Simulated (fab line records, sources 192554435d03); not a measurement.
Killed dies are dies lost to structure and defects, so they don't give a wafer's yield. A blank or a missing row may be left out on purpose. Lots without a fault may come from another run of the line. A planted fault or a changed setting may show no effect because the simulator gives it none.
Split-lot experiment | flow n5_finfet | 7 lots, 21 wafers read, on a route of 1938 steps

THE SPLIT
At N5_MIM_TOP_LITHO_EXPOSE_05 (exposes mask MIM TOP, target cd 2000 nm), the setting dose_mj was moved away from the recipe's 20.5 on 6 of the 21 wafers read, by -3.7% to +6.0%. The other wafers ran this setting at the recipe's value.

FROM THE SPLIT TO THE READING: what the file shows between them, 3 steps
- N5_MIM_TOP_LITHO_PEB_06
- N5_MIM_TOP_LITHO_DEVELOP_07: develop time 60 s
- N5_MIM_TOP_LITHO_HARDBAKE_09: time 120 s

THE READING
cd_nm, in nm, at N5_MIM_TOP_LITHO_CD_MEAS_08 (target cd 2000 nm). Fault-free wafers of this fab line usually give 2000.3 nm, standard deviation 1.3 nm.

wafer  | tool, chamber at the split | dose_mj as run | against the recipe | cd_nm, nm | against lot-mates on the recipe
L075.1 | krf_scanner-02, 0          | 21.74          | +6.0%              | 1991.1    | -9.7
L075.2 | krf_scanner-02, 0          | 20.5           | recipe             | 2000.8    | -
L075.3 | krf_scanner-02, 0          | 21.74          | +6.0%              | 1992.5    | -8.3
L076.1 | krf_scanner-02, 0          | 20.5           | recipe             | 1999.0    | -
L076.4 | krf_scanner-02, 0          | 20.5           | recipe             | 2001.2    | -
L076.5 | krf_scanner-02, 0          | 20.5           | recipe             | 2001.0    | -
L085.1 | krf_scanner-02, 0          | 20.5           | recipe             | 2000.3    | -
L085.3 | krf_scanner-02, 0          | 20.5           | recipe             | 1999.8    | -
L085.6 | krf_scanner-02, 0          | 20.5           | recipe             | 1999.9    | -
L087.1 | krf_scanner-02, 0          | 21.06          | +2.7%              | 1995.0    | -5.6
L087.2 | krf_scanner-02, 0          | 20.5           | recipe             | 2001.2    | -
L087.3 | krf_scanner-02, 0          | 20.5           | recipe             | 1999.9    | -
L089.4 | krf_scanner-01, 0          | 20.5           | recipe             | 2000.3    | -
L089.5 | krf_scanner-01, 0          | 20.5           | recipe             | 2000.7    | -
L089.6 | krf_scanner-01, 0          | 20.5           | recipe             | 2001.6    | -
L090.1 | krf_scanner-02, 0          | 20.5           | recipe             | 2002.7    | -
L090.2 | krf_scanner-02, 0          | 21.58          | +5.3%              | 1992.2    | -9.8
L090.5 | krf_scanner-02, 0          | 20.5           | recipe             | 2001.2    | -
L091.3 | krf_scanner-01, 0          | 19.75          | -3.7%              | 2005.4    | +4.6
L091.4 | krf_scanner-01, 0          | 19.75          | -3.7%              | 2008.1    | +7.3
L091.5 | krf_scanner-01, 0          | 20.5           | recipe             | 2000.8    | -

THE FIT
A straight line over all 21 wafers: cd_nm changes by -1.57 nm for each +1% of dose_mj; r = -0.97; the points scatter about the line by 0.99 nm.
The same after taking each lot's own level away (the mean of its wafers on the recipe; 21 wafers): -1.62 nm for each +1%; r = -0.98; scatter 0.88 nm.
On that fit, the largest move of dose_mj shifts the reading by 9.8 nm.
The lots' own levels span 2000.00 to 2001.95 nm, that is 1.5 times the standard deviation above.
So the lot-to-lot level changes the slope little: the two slopes agree.
Check: with one of the wafers moved furthest among these (+6.0%) left out of the fit, the line predicts -9.86 nm for it against its lot-mates. It came out at -9.7 nm against them.

OTHER SPLITS ON THESE WAFERS
These wafers also went through other splits before the reading. Each is held against what the fit with the lots' levels taken away leaves over:
other split on the same wafers | wafers away from the commonest value | r with cd_nm (lot level and that fit taken away)
N5_BEOL_M14_ILD_DEP_00 temp_c  | 10                                   | +0.17
N5_BEOL_M14_PEB_08 peb_time_s  | 4                                    | -0.17
N5_MIM_TOP_SPUTTER_03 power_w  | 5                                    | +0.09

THE WHOLE CHAIN: every reading that the file lists as answering this split, in the file's order
step                        | what it does             | reading                                                              | change (the file's fit)              | r (the file's)
N5_MIM_TOP_LITHO_CD_MEAS_08 | target cd 2000 nm        | cd_nm                                                                | -1.68 nm for each +1% of the setting | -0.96
N5_MIM_TOP_LITHO_DESCUM_10  | chemistry O2, time 7.9 s | MIM_TOP_LITHO.cd_nm (the simulator's own value, which no gauge read) | -1.64 nm for each +1% of the setting | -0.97

THE FILE'S OWN FIT
cd_nm changes by -1.68 nm for each +1% of dose_mj, r = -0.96.
